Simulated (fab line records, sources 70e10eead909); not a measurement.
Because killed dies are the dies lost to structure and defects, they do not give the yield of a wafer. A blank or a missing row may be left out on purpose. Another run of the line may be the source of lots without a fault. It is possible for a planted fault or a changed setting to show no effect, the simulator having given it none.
fab line records	flow nand_harc
record lots=12	wafers=36	last_day=25
route steps=1159 shown A_CHANNEL_HOLE_D1@483 A_CHANNEL_FILL_D1@493 END@1159
lots that met no fault: from a run of the same line without faults
start_h: hours from the record's opening day to when the first of the lot's shown wafers began	wait_h: hours elapsed since this lot's preceding step	" same as the row above	L1.1+2: several wafers, shown together as one row	- no value, or no start given	* or withheld: withheld	< > ~ a bound
route shown NAME@n: NAME is a module with steps in the file, n the number in the route of the first one	usual: mean and standard deviation over wafers with no fault	same: alike in all rows	chamber/n: place in a boat	sites: the reading at each site	_std_site: their standard deviation	_edge_site: mean of outer sites minus mean of inner sites	radius_mm: for every site, how far away it sits from the centre of the wafer	mask NAME#n: copy n	behind: the most recent tool/chamber to have shaped the wafer	hold: why the lot went on hold/how many hours it stayed there/how the hold came to an end	device: transistor that didn't switch, given as n, p or np	end of line: the tests these same wafers got at the end of their route	where a step has no rows: the recipe by itself	killed: the dies lost at the first sort to structure and to defects; this is not the yield of the wafer	map: a wafer's dies, marking killed ones x, the rest . and places with no die _
set.NAME: setting as actually run; set.NAME@STEP: the setting as run at that earlier step	model.NAME: the simulator's own value behind a step, which no gauge read
a sample of lots followed through the steps of the route, with each step as a table and each wafer as a row
services: the hour from which a tool's chamber was out of use, counted from the record's first day as start_h (under 0 if before that day), plus the number of hours and why
## steps
# step NHARC_A_CHANNEL_HOLE_D1_ETCH_44
# recipe target_depth_a=1400	overetch_a=140	time_s=77	ion_energy_ev=100	cf4_flow_sccm=80	o2_flow_sccm=20	ar_flow_sccm=0	rf_w=300	bias_w=100	chemistry=CF4/O2
# usual bias_w=99.97/0.3	cf4_flow_sccm=79.97/0.21	drypump_motor_current_A=5.98/0.22	o2_flow_sccm=20.00/0.055	oes_product_au=0.999/0.0082	rf_vpp_V=198.2/1.2	showerhead_plenum_p_Torr=1.35/0.052	throttle_valve_pct=13.397/0.009
lot.wafer	tool	chamber	start_h	wait_h	bias_w	cf4_flow_sccm	drypump_motor_current_A	o2_flow_sccm	oes_product_au	rf_hours_counter_h	rf_vpp_V	showerhead_plenum_p_Torr	throttle_valve_pct
L597.4	rie_diel-03	3	179.28	0.1	100.09	80.06	6.04	20.07	1.003	6.7	198.7	1.43	13.394
L597.1	"	0	"	"	99.61	79.92	5.70	20.01	1.001	7.7	198.4	1.33	13.408
L597.5	"	2	"	"	100.30	80.26	6.09	20.03	1.017	-	198.3	1.37	13.405
L600.4	rie_diel-03	1	193.79	0.1	100.04	79.73	6.15	20.01	1.013	7.8	199.2	1.36	13.390
L600.3	"	3	"	"	99.60	79.79	6.03	19.97	1.007	7.0	199.9	1.43	13.387
L600.6	"	1	"	"	99.73	79.79	6.14	19.93	1.015	-	198.2	1.36	13.398
L599.2	rie_diel-03	3	198.42	0.1	99.98	80.08	6.04	19.97	0.997	7.8	199.5	1.43	13.395
L599.1	"	0	"	"	100.02	80.40	5.70	20.02	0.985	8.6	198.4	1.33	13.416
L599.6	"	3	"	"	99.61	79.55	6.04	20.02	0.994	-	199.7	1.43	13.394
L603.3	rie_diel-11	2	209.27	0.1	99.89	79.84	5.92	19.93	0.995	0.5	199.0	1.41	13.384
L603.2	"	3	"	"	99.64	80.03	6.07	19.93	0.995	0.3	198.7	1.38	13.396
L603.1	"	0	"	"	99.56	79.82	6.10	20.01	1.006	0.4	197.4	1.32	13.382
L609.1	rie_diel-03	3	261.65	0.1	-	-	-	-	-	-	-	-	-
L609.4	"	0	"	"	-	-	-	-	-	-	-	-	-
L609.2	"	1	"	"	-	-	-	-	-	-	-	-	-
L608.3	rie_diel-03	1	264.39	0.1	-	-	-	-	-	-	-	-	-
L608.1	"	2	"	"	-	-	-	-	-	-	-	-	-
L608.6	"	0	"	"	-	-	-	-	-	-	-	-	-
L615.2	rie_diel-10	1	280.91	0.1	100.12	79.93	5.18	20.09	1.002	8.8	198.2	1.36	13.398
L615.3	"	3	"	"	99.73	79.85	5.94	19.92	1.010	8.8	198.1	1.25	13.387
L615.6	"	1	"	"	99.81	79.99	5.17	19.94	1.018	-	198.3	1.36	13.396
L617.4	rie_diel-11	0	296.89	0.1	100.06	80.17	6.09	20.01	1.008	7.9	199.3	1.32	13.373
L617.6	"	0	"	"	100.55	79.97	6.10	20.03	1.003	-	196.2	1.32	13.397
L617.5	"	1	"	"	100.26	79.95	6.26	20.01	1.007	-	197.2	1.28	13.398
L616.3	rie_diel-10	3	298.36	0.1	99.85	79.87	5.93	19.97	1.009	9.9	198.3	1.25	13.389
L616.2	"	0	"	"	100.09	79.82	5.79	19.98	1.000	10.3	198.2	1.40	13.404
L616.4	"	1	"	"	99.44	79.82	5.19	20.05	1.002	10.1	199.1	1.35	13.402
L618.2	rie_diel-03	2	304.89	0.1	100.01	80.00	6.02	20.09	1.000	4.7	196.6	1.37	13.386
L618.6	"	0	"	"	100.11	79.92	5.66	20.02	1.002	-	197.1	1.33	13.405
L618.5	"	1	"	"	100.08	79.81	6.15	19.98	1.011	-	198.7	1.36	13.395
L620.4	rie_diel-11	2	320.16	0.1	99.97	79.93	5.90	20.00	0.993	7.1	196.3	1.41	13.404
L620.3	"	3	"	"	99.94	80.14	6.09	20.14	1.002	7.4	196.5	1.38	13.395
L620.6	"	1	"	"	100.09	80.17	6.23	20.07	0.997	-	195.7	1.28	13.414
L619.4	rie_diel-03	0	324.35	0.1	100.36	80.17	5.71	20.09	0.989	5.1	198.5	1.33	13.409
L619.3	"	1	"	"	100.03	79.99	6.15	20.02	0.998	6.1	198.3	1.36	13.386
L619.5	"	3	"	"	100.32	80.24	6.03	19.91	0.995	-	200.0	1.43	13.392
# step NHARC_A_CHANNEL_HOLE_D1_STRIP_27
# recipe o2_flow_sccm=500	ar_flow_sccm=0	bias_w=0	chemistry=O2
# usual drypump_motor_current_A=5.98/0.23	o2_flow_sccm=499.9/1.5	oes_product_au=0.998/0.0078	rf_vpp_V=58.0/0.97	showerhead_plenum_p_Torr=3.57/0.12	throttle_valve_pct=17.037/0.0096
lot.wafer	tool	chamber	start_h	wait_h	drypump_motor_current_A	o2_flow_sccm	oes_product_au	rf_hours_counter_h	rf_vpp_V	showerhead_plenum_p_Torr	throttle_valve_pct
L597.4	rie_diel-03	1	-	-	6.16	501.2	1.015	7.6	58.8	3.60	17.043
L597.1	"	2	"	"	6.08	498.4	1.006	7.6	57.4	3.61	17.046
L597.5	"	1	"	"	6.16	500.7	1.019	-	58.8	3.60	17.043
L600.4	rie_diel-03	1	-	-	6.19	502.6	1.004	7.9	59.8	3.60	17.038
L600.3	"	2	"	"	6.05	499.0	1.002	7.9	59.3	3.61	17.045
L600.6	"	3	"	"	6.08	500.1	0.994	-	58.4	3.78	17.026
L599.1	rie_diel-03	3	-	-	6.07	502.1	0.993	7.9	58.8	3.78	17.020
L599.2	"	2	"	"	6.08	498.4	1.015	8.7	58.5	3.61	17.032
L599.6	"	0	"	"	5.69	498.7	0.996	-	58.8	3.51	17.050
L603.2	rie_diel-11	0	-	-	6.09	500.1	1.003	0.5	59.5	3.50	17.045
L603.3	"	1	"	"	6.23	500.6	1.006	0.5	58.3	3.40	17.025
L603.1	"	3	"	"	6.10	499.4	0.990	0.4	58.4	3.65	17.039
L609.4	rie_diel-03	1	261.80	0.1	6.15	498.8	1.004	2.5	57.0	3.60	17.027
L609.1	"	2	"	"	6.03	500.7	0.990	2.5	58.3	3.61	17.028
L609.2	"	3	"	"	6.05	498.7	1.004	2.2	58.1	3.77	17.040
L608.3	rie_diel-03	0	264.47	0.1	5.68	499.5	0.990	1.2	59.5	3.51	17.044
L608.1	"	2	"	"	6.06	500.9	0.997	2.6	57.8	3.61	17.056
L608.6	"	1	"	"	6.18	499.3	0.996	-	57.8	3.60	17.041
L615.3	rie_diel-10	0	-	-	5.80	500.6	1.005	9.1	57.2	3.68	17.035
L615.2	"	1	"	"	5.16	499.2	1.005	8.8	59.5	3.58	17.042
L615.6	"	3	"	"	5.96	496.7	1.007	-	57.6	3.31	17.041
L617.4	rie_diel-11	1	-	-	6.24	498.9	0.983	8.3	57.2	3.39	17.018
L617.6	"	3	"	"	6.05	499.6	0.983	-	57.0	3.64	17.036
L617.5	"	0	"	"	6.08	498.8	1.000	-	57.8	3.49	17.039
L616.4	rie_diel-10	1	-	-	5.20	500.8	0.993	10.1	58.7	3.58	17.028
L616.2	"	2	"	"	5.98	499.4	1.000	9.7	58.0	3.39	17.044
L616.3	"	3	"	"	5.96	501.4	0.993	10.0	56.8	3.31	17.040
L618.2	rie_diel-03	3	-	-	6.05	502.2	0.999	4.7	58.2	3.77	17.040
L618.6	"	1	"	"	6.16	501.0	0.998	-	58.0	3.60	17.014
L618.5	"	2	"	"	6.06	500.3	1.001	-	58.9	3.60	17.048
L620.4	rie_diel-11	2	-	-	5.90	500.4	1.014	7.2	57.6	3.71	17.046
L620.3	"	3	"	"	6.06	501.7	0.990	7.5	57.6	3.64	17.043
L620.6	"	0	"	"	6.08	499.5	1.004	-	57.2	3.49	17.015
L619.3	rie_diel-03	0	-	-	5.68	496.6	0.986	5.1	59.3	3.51	17.029
L619.4	"	3	"	"	6.06	496.7	0.986	6.4	59.3	3.77	17.046
L619.5	"	0	"	"	5.70	498.0	0.992	-	56.6	3.51	17.029
# step NHARC_A_CHANNEL_HOLE_D1_CD_MEAS_30
# usual cd_nm=90.2/0.92
lot.wafer	tool	chamber	start_h	wait_h	cd_nm
L597.1	cd_sem-03	-	180.06	-	90.3
L597.4	"	-	"	"	90.2
L597.5	"	-	"	"	90.1
L600.3	cd_sem-01	-	195.03	-	89.8
L600.4	"	-	"	"	91.0
L600.6	"	-	"	"	91.5
L599.1	cd_sem-03	-	199.22	-	90.9
L599.2	"	-	"	"	90.7
L599.6	"	-	"	"	91.0
L603.1	cd_sem-03	-	210.07	-	90.6
L603.2	"	-	"	"	90.8
L603.3	"	-	"	"	90.5
L609.1	cd_sem-02	-	262.44	-	89.8
L609.2	"	-	"	"	89.5
L609.4	"	-	"	"	89.4
L608.1	cd_sem-03	-	265.17	-	90.5
L608.3	"	-	"	"	88.5
L608.6	"	-	"	"	89.4
L615.2	cd_sem-03	-	281.71	-	91.6
L615.3	"	-	"	"	90.5
L615.6	"	-	"	"	91.7
L617.4	cd_sem-02	-	297.69	-	90.3
L617.5	"	-	"	"	89.1
L617.6	"	-	"	"	91.9
L616.2	cd_sem-03	-	299.14	-	89.7
L616.3	"	-	"	"	89.3
L616.4	"	-	"	"	91.5
L618.2	cd_sem-02	-	305.68	-	90.3
L618.5	"	-	"	"	88.3
L618.6	"	-	"	"	88.9
L620.3	cd_sem-02	-	320.95	-	87.9
L620.4	"	-	"	"	89.3
L620.6	"	-	"	"	88.1
L619.3	cd_sem-02	-	325.13	-	91.5
L619.4	"	-	"	"	91.5
L619.5	"	-	"	"	89.6
# step NHARC_A_CHANNEL_FILL_D1_ALD_03
# recipe target_thk_a=60	pulse_time_s=60	ald_cycles=58	temp_c=630	pressure_torr=2	material=SiNx
# usual precursor_pulse_height_rel=0.996/0.02
lot.wafer	tool	chamber	start_h	wait_h	precursor_pulse_height_rel
L597.1	ald_sin_batch-03	0	-	-	0.993
L597.4	"	0	"	"	0.983
L597.5	"	0	"	"	1.014
L600.3	ald_sin_batch-01	0	-	-	0.969
L600.4	"	0	"	"	1.007
L600.6	"	0	"	"	1.005
L599.1	ald_sin_batch-02	0	-	-	0.971
L599.2	"	0	"	"	0.978
L599.6	"	0	"	"	1.010
L603.1	ald_sin_batch-02	0	-	-	1.047
L603.2	"	0	"	"	1.030
L603.3	"	0	"	"	0.977
L615.2	ald_sin_batch-01	0	-	-	1.022
L615.3	"	0	"	"	0.990
L615.6	"	0	"	"	1.028
L616.2	ald_sin_batch-01	0	-	-	0.992
L616.3	"	0	"	"	1.017
L616.4	"	0	"	"	0.987
L617.4	ald_sin_batch-01	0	-	-	0.997
L617.5	"	0	"	"	1.007
L617.6	"	0	"	"	0.996
L618.2	ald_sin_batch-03	0	-	-	0.998
L618.5	"	0	"	"	0.996
L618.6	"	0	"	"	0.954
L620.3	ald_sin_batch-01	0	-	-	0.994
L620.4	"	0	"	"	0.996
L620.6	"	0	"	"	0.968
L619.3	ald_sin_batch-01	0	-	-	0.986
L619.4	"	0	"	"	1.019
L619.5	"	0	"	"	1.031
# step NHARC_END_SORT_01
# recipe temp_c=25
# usual killed_at_array=27/11	killed_at_other=0.7/0.93	killed_at_periphery=2.9/1.9	killed_dies=30/11	killed_open=3.1/1.7	killed_short=1.9/1.3
# same gross_dies=677
lot.wafer	tool	chamber	start_h	wait_h	hold	killed_at_array	killed_at_other	killed_at_periphery	killed_dies	killed_open	killed_short
L597.1	prober-02	0	437.03	2.5	-	11	1	2	14	2	2
L597.4	prober-02	0	439.44	3.4	-	12	2	4	18	5	3
L597.5	prober-02	0	440.24	3.7	-	16	0	5	21	5	1
L600.3	prober-01	0	438.12	3.1	-	21	1	3	25	5	4
L600.4	prober-01	0	438.92	3.4	-	8	0	2	10	3	1
L600.6	prober-01	0	440.54	4.0	-	19	0	1	20	1	0
L599.1	prober-02	0	444.89	2.5	-	16	1	4	21	2	1
L599.2	prober-02	0	445.68	2.8	-	19	3	4	26	5	0
L599.6	prober-02	0	448.83	3.9	-	13	2	1	16	1	1
L603.1	prober-02	0	463.70	2.5	-	15	2	2	19	3	0
L603.2	prober-02	0	464.50	2.8	-	9	0	2	11	1	3
L603.3	prober-02	0	465.30	3.1	-	17	0	4	21	4	3
L609.1	prober-02	0	506.50	2.5	await_dispo/2.4h/scrap	676	0	1	677	4	0
L609.2	prober-02	0	507.29	2.8	await_dispo/2.4h/scrap	675	0	2	677	3	2
L609.4	prober-02	0	508.87	3.4	await_dispo/2.4h/scrap	674	0	3	677	6	2
L608.1	prober-01	0	523.01	2.5	await_dispo/5.3h/scrap	674	0	3	677	2	1
L608.3	prober-01	0	524.63	3.1	await_dispo/5.3h/scrap	674	0	3	677	2	4
L608.6	prober-01	0	527.06	4.0	await_dispo/5.3h/scrap	672	0	5	677	5	3
L615.2	prober-01	0	558.17	2.8	-	15	0	1	16	0	2
L615.3	prober-01	0	558.96	3.1	-	15	0	4	19	4	1
L615.6	prober-01	0	561.36	4.0	-	12	0	4	16	6	3
L616.2	prober-02	0	558.21	2.8	-	45	2	4	51	3	1
L616.3	prober-02	0	559.02	3.1	-	61	1	1	63	3	3
L616.4	prober-02	0	559.82	3.4	-	50	0	5	55	2	2
L618.2	prober-01	0	568.37	2.8	-	25	1	6	32	6	1
L618.5	prober-01	0	570.77	3.7	-	21	0	3	24	6	1
L618.6	prober-01	0	571.57	4.0	-	34	0	1	35	4	2
L617.4	prober-02	0	569.96	3.4	-	14	1	1	16	3	1
L617.5	prober-02	0	570.75	3.7	-	22	1	3	26	3	1
L617.6	prober-02	0	571.55	4.0	-	21	0	2	23	4	2
L620.3	prober-02	0	576.90	3.1	-	28	0	5	33	4	3
L620.4	prober-02	0	577.69	3.4	-	36	0	7	43	3	1
L620.6	prober-02	0	579.28	4.0	-	31	0	11	42	3	2
L619.3	prober-02	0	599.61	3.1	-	37	0	3	40	1	3
L619.4	prober-02	0	600.40	3.4	-	44	0	3	47	4	1
L619.5	prober-02	0	601.19	3.7	-	37	0	6	43	3	2
# killed by level:class
L597.1 A_STAIRCASE:chamber_film_flake=3 P_M2:chamber_film_flake=2 A_CHANNEL_HOLE_D1:chamber_film_flake=2 A_SLIT:chamber_film_flake=2 A_ONON_D1:geometric_particle:short=1 A_ONON_D1:geometric_particle:open=1 A_WL_FILL:geometric_particle:short=1 A_M1:geometric_particle:open=1
L600.3 A_STAIRCASE:chamber_film_flake=7 A_CONTACT:geometric_particle:open=3 A_WL_FILL:chamber_film_flake=3 A_CONTACT:chamber_film_flake=3 A_WL_FILL:geometric_particle:short=2 A_CONTACT:geometric_particle:short=2 P_M0:geometric_particle:open=1 A_CHANNEL_FILL_D1:geometric_particle:open=1
L600.4 A_CHANNEL_HOLE_D1:chamber_film_flake=3 P_CONTACT:geometric_particle:open=1 A_SGD_CUT:geometric_particle:open=1 A_CONTACT:geometric_particle:short=1 A_CONTACT:geometric_particle:open=1 P_ZERO_WELL:chamber_film_flake=1 A_STAIRCASE:chamber_film_flake=1 A_CONTACT:chamber_film_flake=1
L597.4 A_CHANNEL_HOLE_D1:chamber_film_flake=2 A_STAIRCASE:chamber_film_flake=2 A_CONTACT:chamber_film_flake=2 P_CONTACT:geometric_particle:open=1 P_BONDPAD:geometric_particle:open=1 A_ONON_D1:geometric_particle:short=1 A_CHANNEL_HOLE_D1:geometric_particle:open=1 A_CHANNEL_FILL_D1:geometric_particle:short=1
L597.5 A_STAIRCASE:chamber_film_flake=4 A_CONTACT:geometric_particle:open=2 P_STI:chamber_film_flake=2 P_M2:chamber_film_flake=2 A_CHANNEL_HOLE_D1:chamber_film_flake=2 A_SLIT:chamber_film_flake=2 P_M2:geometric_particle:open=1 A_CHANNEL_FILL_D1:geometric_particle:open=1
L600.6 A_CONTACT:chamber_film_flake=6 A_STAIRCASE:chamber_film_flake=4 A_WL_FILL:chamber_film_flake=4 A_CHANNEL_HOLE_D1:chamber_film_flake=3 A_CHANNEL_FILL_D1:geometric_particle:open=1 P_STI:chamber_film_flake=1 A_SLIT:chamber_film_flake=1
L599.1 A_SLIT:chamber_film_flake=7 A_CHANNEL_HOLE_D1:chamber_film_flake=4 A_CONTACT:chamber_film_flake=2 P_CONTACT:geometric_particle:open=1 A_ONON_D1:geometric_particle:short=1 A_BLC:geometric_particle:open=1 P_ZERO_WELL:chamber_film_flake=1 P_STI:chamber_film_flake=1
L599.2 A_SLIT:chamber_film_flake=7 A_STAIRCASE:chamber_film_flake=6 THIN_TSV:chamber_film_flake=3 P_ZERO_WELL:chamber_film_flake=2 A_CHANNEL_HOLE_D1:chamber_film_flake=2 P_GATE:geometric_particle:open=1 P_M1:geometric_particle:open=1 A_ONON_D1:geometric_particle:open=1
L599.6 A_SLIT:chamber_film_flake=5 A_STAIRCASE:chamber_film_flake=4 A_CHANNEL_HOLE_D1:chamber_film_flake=2 THIN_TSV:chamber_film_flake=2 P_CONTACT:geometric_particle:short=1 A_WL_FILL:geometric_particle:open=1 A_CONTACT:chamber_film_flake=1
L603.1 A_CHANNEL_HOLE_D1:chamber_film_flake=5 A_STAIRCASE:chamber_film_flake=3 A_CONTACT:chamber_film_flake=3 HYBRID_BOND:chamber_film_flake=2 P_CONTACT:geometric_particle:open=1 A_CHANNEL_FILL_D1:geometric_particle:open=1 A_SLIT:geometric_particle:open=1 P_GATE:chamber_film_flake=1
L603.2 A_CHANNEL_HOLE_D1:chamber_film_flake=4 P_GATE:geometric_particle:short=1 P_CONTACT:geometric_particle:short=1 A_CHANNEL_FILL_D1:geometric_particle:short=1 A_M0:geometric_particle:open=1 A_ZERO_WELL:chamber_film_flake=1 A_STAIRCASE:chamber_film_flake=1 A_CONTACT:chamber_film_flake=1
L603.3 A_CHANNEL_HOLE_D1:chamber_film_flake=5 A_STAIRCASE:chamber_film_flake=5 A_CHANNEL_FILL_D1:geometric_particle:short=2 A_CHANNEL_FILL_D1:geometric_particle:open=2 P_STI:chamber_film_flake=2 P_GATE:chamber_film_flake=2 A_ONON_D1:geometric_particle:short=1 A_ONON_D1:geometric_particle:open=1
L609.1 A_CHANNEL_HOLE_D1:area_etch=651 A_CHANNEL_HOLE_D1:chamber_film_flake=19 A_CONTACT:geometric_particle:open=3 P_M0:geometric_particle:open=1 A_STAIRCASE:chamber_film_flake=1 A_SGD_CUT:chamber_film_flake=1 A_CONTACT:chamber_film_flake=1
L609.2 A_CHANNEL_HOLE_D1:area_etch=640 A_CHANNEL_HOLE_D1:chamber_film_flake=23 A_ZERO_WELL:chamber_film_flake=3 A_CONTACT:chamber_film_flake=3 A_SGD_CUT:chamber_film_flake=2 P_CONTACT:geometric_particle:open=1 P_M0:geometric_particle:short=1 A_CHANNEL_FILL_D1:geometric_particle:short=1
L609.4 A_CHANNEL_HOLE_D1:area_etch=645 A_CHANNEL_HOLE_D1:chamber_film_flake=15 A_ZERO_WELL:chamber_film_flake=3 A_CONTACT:chamber_film_flake=3 A_CONTACT:geometric_particle:open=2 P_CONTACT:geometric_particle:open=1 P_M0:geometric_particle:short=1 P_M0:geometric_particle:open=1
L608.1 A_CHANNEL_HOLE_D1:area_etch=658 A_STAIRCASE:chamber_film_flake=5 A_ZERO_WELL:chamber_film_flake=4 A_CHANNEL_HOLE_D1:chamber_film_flake=2 A_WL_FILL:chamber_film_flake=2 P_M0:geometric_particle:open=1 A_CHANNEL_FILL_D1:geometric_particle:open=1 A_M0:geometric_particle:short=1
L608.3 A_CHANNEL_HOLE_D1:area_etch=654 A_STAIRCASE:chamber_film_flake=10 A_CHANNEL_HOLE_D1:chamber_film_flake=3 A_ONON_D1:geometric_particle:short=2 A_CONTACT:chamber_film_flake=2 P_GATE:geometric_particle:open=1 P_M2:geometric_particle:short=1 A_M0:geometric_particle:open=1
L608.6 A_CHANNEL_HOLE_D1:area_etch=644 A_CHANNEL_HOLE_D1:chamber_film_flake=9 A_STAIRCASE:chamber_film_flake=7 A_ZERO_WELL:chamber_film_flake=4 A_CONTACT:geometric_particle:open=2 A_M0:geometric_particle:open=2 P_STI:chamber_film_flake=2 P_CONTACT:geometric_particle:short=1
L615.2 A_CHANNEL_HOLE_D1:chamber_film_flake=10 A_CONTACT:chamber_film_flake=2 A_CHANNEL_FILL_D1:geometric_particle:short=1 A_M0:geometric_particle:short=1 P_M0:chamber_film_flake=1 A_M1:chamber_film_flake=1
L616.2 A_CHANNEL_HOLE_D1:chamber_film_flake=18 A_SLIT:chamber_film_flake=12 A_CONTACT:chamber_film_flake=5 A_WL_FILL:chamber_film_flake=3 A_STAIRCASE:chamber_film_flake=2 A_M1:chamber_film_flake=2 THIN_TSV:chamber_film_flake=2 P_M0:geometric_particle:short=1
L615.3 A_CHANNEL_HOLE_D1:chamber_film_flake=8 A_CONTACT:chamber_film_flake=2 P_CONTACT:geometric_particle:short=1 P_CONTACT:geometric_particle:open=1 A_SOURCE_PLATE:geometric_particle:open=1 A_CHANNEL_FILL_D1:geometric_particle:open=1 A_CONTACT:geometric_particle:open=1 P_GATE:chamber_film_flake=1
L616.3 A_CHANNEL_HOLE_D1:chamber_film_flake=19 A_SLIT:chamber_film_flake=18 A_CONTACT:chamber_film_flake=12 A_CHANNEL_FILL_D1:chamber_film_flake=5 A_CONTACT:geometric_particle:open=2 A_SOURCE_PLATE:geometric_particle:short=1 A_ONON_D1:geometric_particle:short=1 A_BLC:geometric_particle:open=1
L616.4 A_CHANNEL_HOLE_D1:chamber_film_flake=21 A_SLIT:chamber_film_flake=14 A_CONTACT:chamber_film_flake=7 A_CHANNEL_FILL_D1:chamber_film_flake=4 A_M1:chamber_film_flake=2 P_CONTACT:geometric_particle:short=1 P_CONTACT:geometric_particle:open=1 A_WL_FILL:geometric_particle:short=1
L615.6 A_CHANNEL_HOLE_D1:chamber_film_flake=4 P_M0:geometric_particle:open=2 A_CONTACT:geometric_particle:open=2 P_M1:geometric_particle:short=1 A_SOURCE_PLATE:geometric_particle:open=1 A_CHANNEL_FILL_D1:geometric_particle:open=1 A_CONTACT:geometric_particle:short=1 A_BLC:geometric_particle:short=1
L618.2 A_CHANNEL_HOLE_D1:chamber_film_flake=18 P_STI:chamber_film_flake=4 P_M0:geometric_particle:open=2 A_CONTACT:geometric_particle:open=2 A_WL_FILL:geometric_particle:open=1 A_CONTACT:geometric_particle:short=1 STARTING-WAFER:geometric_particle:open=1 A_CHANNEL_FILL_D1:chamber_film_flake=1
L617.4 A_CHANNEL_HOLE_D1:chamber_film_flake=7 A_CHANNEL_FILL_D1:geometric_particle:open=1 A_CHANNEL_FILL_D1:geometric_particle:short=1 A_CONTACT:geometric_particle:open=1 STARTING-WAFER:geometric_particle:open=1 P_M0:chamber_film_flake=1 A_ZERO_WELL:chamber_film_flake=1 A_SGD_CUT:chamber_film_flake=1
L617.5 A_CHANNEL_HOLE_D1:chamber_film_flake=9 A_M0:chamber_film_flake=5 A_SGD_CUT:chamber_film_flake=3 A_CONTACT:chamber_film_flake=3 P_M0:geometric_particle:open=1 P_M2:geometric_particle:open=1 A_CHANNEL_FILL_D1:geometric_particle:open=1 P_BONDPAD:chamber_film_flake=1
L618.5 A_CHANNEL_HOLE_D1:chamber_film_flake=15 A_STAIRCASE:geometric_particle:open=2 A_CONTACT:geometric_particle:open=2 P_CONTACT:geometric_particle:open=1 P_M0:geometric_particle:short=1 A_CHANNEL_HOLE_D1:geometric_particle:open=1 P_STI:chamber_film_flake=1 A_WL_FILL:chamber_film_flake=1
L617.6 A_CHANNEL_HOLE_D1:chamber_film_flake=5 A_SLIT:chamber_film_flake=3 A_WL_FILL:chamber_film_flake=3 A_CONTACT:chamber_film_flake=2 A_M0:chamber_film_flake=2 P_GATE:geometric_particle:open=1 A_SOURCE_PLATE:geometric_particle:open=1 A_CHANNEL_FILL_D1:geometric_particle:short=1
L618.6 A_CHANNEL_HOLE_D1:chamber_film_flake=23 A_STAIRCASE:chamber_film_flake=3 A_CHANNEL_FILL_D1:geometric_particle:short=2 A_WL_FILL:geometric_particle:open=2 A_CHANNEL_FILL_D1:geometric_particle:open=1 A_CONTACT:geometric_particle:open=1 P_GATE:chamber_film_flake=1 A_CHANNEL_FILL_D1:chamber_film_flake=1
L620.3 A_SLIT:chamber_film_flake=13 A_CHANNEL_HOLE_D1:chamber_film_flake=5 P_GATE:chamber_film_flake=3 A_WL_FILL:chamber_film_flake=2 P_M0:geometric_particle:open=1 A_SGD_CUT:geometric_particle:short=1 A_WL_FILL:geometric_particle:short=1 A_WL_FILL:geometric_particle:open=1
L620.4 A_SLIT:chamber_film_flake=22 A_CHANNEL_HOLE_D1:chamber_film_flake=9 P_GATE:chamber_film_flake=6 A_CONTACT:chamber_film_flake=2 P_GATE:geometric_particle:open=1 A_CHANNEL_FILL_D1:geometric_particle:open=1 A_SGD_CUT:geometric_particle:open=1 A_WL_FILL:geometric_particle:short=1
L620.6 A_SLIT:chamber_film_flake=15 A_CONTACT:chamber_film_flake=8 P_GATE:chamber_film_flake=7 P_ZERO_WELL:chamber_film_flake=2 A_ZERO_WELL:chamber_film_flake=2 A_CHANNEL_HOLE_D1:chamber_film_flake=2 P_CONTACT:geometric_particle:open=1 A_SOURCE_PLATE:geometric_particle:short=1
L619.3 A_SLIT:chamber_film_flake=17 A_CHANNEL_HOLE_D1:chamber_film_flake=7 A_M0:chamber_film_flake=6 A_CONTACT:chamber_film_flake=3 P_GATE:geometric_particle:short=1 P_CONTACT:geometric_particle:short=1 A_ONON_D1:geometric_particle:short=1 A_BLC:geometric_particle:open=1
L619.4 A_SLIT:chamber_film_flake=22 A_CONTACT:chamber_film_flake=7 A_CHANNEL_HOLE_D1:chamber_film_flake=5 A_M0:chamber_film_flake=3 A_STAIRCASE:chamber_film_flake=2 P_M1:geometric_particle:open=1 A_ONON_D1:geometric_particle:open=1 A_SGD_CUT:geometric_particle:open=1
L619.5 A_SLIT:chamber_film_flake=19 A_CHANNEL_HOLE_D1:chamber_film_flake=9 P_STI:chamber_film_flake=2 P_GATE:chamber_film_flake=2 A_CONTACT:chamber_film_flake=2 A_M0:chamber_film_flake=2 P_CONTACT:geometric_particle:short=1 P_M0:geometric_particle:open=1
## services
tool	chamber	start_h	hours	kind
rie_diel-03	0	169.80	-	clean
rie_diel-03	1	169.80	-	clean
rie_diel-03	2	169.80	-	clean
rie_diel-03	3	169.80	-	clean
rie_diel-10	-	176.56	9.0	pm
rie_diel-11	2	177.64	3.7	repair
rie_diel-11	0	180.25	10.0	repair
rie_diel-11	-	180.76	0.7	repair
rie_diel-11	-	189.59	9.0	pm
rie_diel-03	0	194.33	-	clean
rie_diel-03	1	194.33	-	clean
rie_diel-03	2	194.33	-	clean
rie_diel-03	3	194.33	-	clean
rie_diel-10	2	194.80	4.7	repair
rie_diel-11	3	199.41	2.0	repair
rie_diel-03	-	215.30	9.0	pm
rie_diel-11	-	226.43	1.0	repair
rie_diel-11	3	228.86	19.9	repair
rie_diel-03	0	230.80	11.2	repair
rie_diel-11	2	244.38	20.7	repair
ald_sin_batch-02	-	244.40	1.4	repair
ald_sin_batch-03	-	257.19	6.6	repair
rie_diel-11	2	269.12	8.3	repair
ald_sin_batch-03	-	314.00	26.0	pm
## key
first_sign step=NHARC_A_CHANNEL_HOLE_D1_ETCH_44	reading=tool_record	direction=missing
effect step=NHARC_END_SORT_01	reading=killed_at_array	direction=up	sigmas=59	usual=27	struck=674
more_kills_born_at NHARC_A_CHANNEL_HOLE_D1_ETCH_44@rie_diel-03=3892
met_at NHARC_A_CHANNEL_HOLE_D1_ETCH_44
struck_lots L608,L609
later_rows_left_out L608.1,L608.3,L608.6,L609.1,L609.2,L609.4
tester_left_out L608,L609
not_acting_at NHARC_A_CHANNEL_HOLE_D1_STRIP_27,NHARC_A_CHANNEL_HOLE_D1_CD_MEAS_30,NHARC_A_CHANNEL_FILL_D1_ALD_03
onset_between 198.42 261.65
fault kind=skipped_step_whole	tool=rie_diel-03	chamber=-	onset_h=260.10	steps=NHARC_A_CHANNEL_HOLE_D1_ETCH_44	scope=struck_lots_only
# tester_left_out: of these lots the tester's yield and bins aren't shown, on N5 and GAA mostly nor the transistor test; their killed dies are dies lost to structure and defects alone, not to doping, threshold or leakage, so they don't give the yield
# later_rows_left_out: the simulator's readings of these wafers behind a module that went badly wrong aren't trusted and aren't shown, but for the sort
